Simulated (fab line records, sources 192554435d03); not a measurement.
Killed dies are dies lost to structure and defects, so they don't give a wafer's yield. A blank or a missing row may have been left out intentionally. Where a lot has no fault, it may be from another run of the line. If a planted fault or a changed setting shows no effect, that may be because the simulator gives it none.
Chamber matching || flow n5Finfet || N5_BEOL_M3_ALD_98 on aldSin-02: 4 sister chambers
The step deposits SiO2, target thk 2.5 nm, pulse time 1 s, co reactant pulse time 1 s. 4 wafers are shown with their chamber, then 10 later ones without.

== WAFERS, EACH WITH ITS CHAMBER ==
{"wafer": "L090.5", "chamber": 3, "heaterPowerW (W)": 70}
{"wafer": "L090.6", "chamber": 2, "heaterPowerW (W)": 92}
{"wafer": "L092.2", "chamber": 1, "heaterPowerW (W)": 80}
{"wafer": "L092.4", "chamber": 0, "heaterPowerW (W)": 73}

== WAFERS MISSING THEIR CHAMBER ==
{"wafer": "L092.5", "heaterPowerW (W)": 95}
{"wafer": "L093.2", "heaterPowerW (W)": 72}
{"wafer": "L093.4", "heaterPowerW (W)": 71}
{"wafer": "L093.6", "heaterPowerW (W)": 81}
{"wafer": "L094.4", "heaterPowerW (W)": 70}
{"wafer": "L094.5", "heaterPowerW (W)": 74}
{"wafer": "L094.6", "heaterPowerW (W)": 82}
{"wafer": "L095.1", "heaterPowerW (W)": 72}
{"wafer": "L095.3", "heaterPowerW (W)": 94}
{"wafer": "L095.6", "heaterPowerW (W)": 74}

== EACH ONE'S CHAMBER ==
{"wafer": "L092.5", "from the rows above": 2, "in truth": 2}
{"wafer": "L093.2", "from the rows above": "can't be placed: 0 or 3", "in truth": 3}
{"wafer": "L093.4", "from the rows above": "can't be placed: 3 or 0", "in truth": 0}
{"wafer": "L093.6", "from the rows above": 1, "in truth": 1}
{"wafer": "L094.4", "from the rows above": "can't be placed: 3 or 0", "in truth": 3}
{"wafer": "L094.5", "from the rows above": "can't be placed: 0 or 3", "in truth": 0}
{"wafer": "L094.6", "from the rows above": 1, "in truth": 1}
{"wafer": "L095.1", "from the rows above": "can't be placed: 0 or 3", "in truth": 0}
{"wafer": "L095.3", "from the rows above": 2, "in truth": 2}
{"wafer": "L095.6", "from the rows above": "can't be placed: 0 or 3", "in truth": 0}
4 of 10 placed correctly. Cannot be placed on the basis of these rows: 6; the candidates contain the true chamber in 6. Wrongly placed: 0.
How it was worked out, from the rows above alone: a wafer's distance from a chamber is the root of the sum, over the readings, of the square of ((its reading less the chamber's mean) divided by the reading's scatter). The wafer belongs to the nearest chamber; if the next one is less than 2 further off, it can't be placed. For every chamber, the mean is computed from those of its wafers that are shown. The scatter: root of mean squared gap, hidden wafer to nearest shown wafer, with one shown wafer a chamber.
